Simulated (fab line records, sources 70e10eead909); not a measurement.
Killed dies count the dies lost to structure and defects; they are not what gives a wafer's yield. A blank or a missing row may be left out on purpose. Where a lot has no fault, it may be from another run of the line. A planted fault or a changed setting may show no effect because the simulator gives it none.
Comparing a struck lot with a sound one ; flow nandHarc ; 15 steps out of a route of 1159
Sound: the wafers L583.3, L583.5, L583.6. Wafers struck: L594.1, L594.2, L594.6. At the end, the cause is stated.
Each step with rows lists, per side, the tool, then ch with its chambers, then its first start. Under that, the readings that differ: sound wafers ; struck wafers ; difference of the means ; sigmas: that difference in standard deviations of wafers without a fault.
alike: words and numbers the same on both sides, and readings whose means are apart by under 2 such deviations; not compared: readings that were withheld, readings missing a value for some wafer, numbers with overlapping values and no deviation given by the record, and bounds like >300 which may hide the same value.
A row with sigmas, a row that says differs or no value, or rows on one side alone: a step with any of these is where the two part. Non-overlapping numbers with no deviation appear without sigmas and do not part them. A reading missing from all wafers of one side parts the sides only when that side holds two or more wafers.

first, 1 step without rows for these wafers: NHARC_A_ONON_D1_DEP_12 (target thk 1000 nm).
NHARC_A_ONON_D1_THK_MEAS_14: measures by ellipsometry.
  sound on filmMetro-02, day 8 15:34; struck on filmMetro-01, day 11 14:22
reading;sound;struck;difference;sigmas
thkNm (nm);983 986 985;1016 1013 1015;+30;+3
then, 2 steps without rows for these wafers: NHARC_A_ONON_D1_ANNEAL_15 (time 3600 s); NHARC_A_ONON_D1_DEP_16 (target thk 1000 nm).
NHARC_A_ONON_D1_THK_MEAS_18: measures by ellipsometry.
  sound on filmMetro-01, day 8 22:44; struck on filmMetro-01, day 11 21:30
  alike: thkNm
then NHARC_A_ONON_D1_DEP_19 (target thk 1000 nm), 1 step lacking rows for these wafers.
NHARC_A_ONON_D1_THK_MEAS_21: measures by ellipsometry.
  sound on filmMetro-01, day 8 23:17; struck on filmMetro-02, day 11 22:04
  alike: thkNm
then NHARC_A_ONON_D1_DEP_22 (target thk 1000 nm), 1 step lacking rows for these wafers.
NHARC_A_ONON_D1_THK_MEAS_24: measures by ellipsometry.
  sound on filmMetro-02, day 8 23:52; struck on filmMetro-01, day 11 22:38
  alike: thkNm
then NHARC_A_ONON_D1_DEP_25 (target thk 1000 nm), 1 step lacking rows for these wafers.
NHARC_A_ONON_D1_THK_MEAS_27: measures by ellipsometry.
  sound on filmMetro-01, day 9 00:26; struck on filmMetro-01, day 11 23:13
  alike: thkNm
NHARC_A_ONON_D1_DEP_28: target thk 1000 nm.
  sound on pecvdOnon-03 ch 0, day 9 00:36; struck on pecvdOnon-02 ch 0, day 11 23:16
  alike: nh3FlowSccm
NHARC_A_ONON_D1_THK_MEAS_30: measures by ellipsometry.
  sound on filmMetro-01, day 9 01:00; struck on filmMetro-02, day 11 23:46
reading;sound;struck;difference;sigmas
thkNm (nm);997 996 997;575 573 575;-422;-42
NHARC_A_ONON_D1_DEP_33: deposits SiO2, target thk 200 nm.
  sound on pecvd-03 ch 0,1, day 9 01:11; struck on pecvd-02 ch 0,1,2, day 11 23:50
  alike: flowSccm, heaterPowerOuterW, heaterPowerW, throttleValvePct
-- jump in the record: it breaks off in module A_ONON_D1 and resumes in module END (first step shown: number 1159 of the route), and 12 days separate the struck wafers' starts before and after --
NHARC_END_SORT_01:
  only the struck wafers appear in the record here, on prober-02 ch 0 at day 23 20:58; the sound ones have no rows

## WHERE THEY PART
At NHARC_A_ONON_D1_THK_MEAS_14 first; at NHARC_END_SORT_01 last (within this record only).

WHY: whatever the simulator had introduced
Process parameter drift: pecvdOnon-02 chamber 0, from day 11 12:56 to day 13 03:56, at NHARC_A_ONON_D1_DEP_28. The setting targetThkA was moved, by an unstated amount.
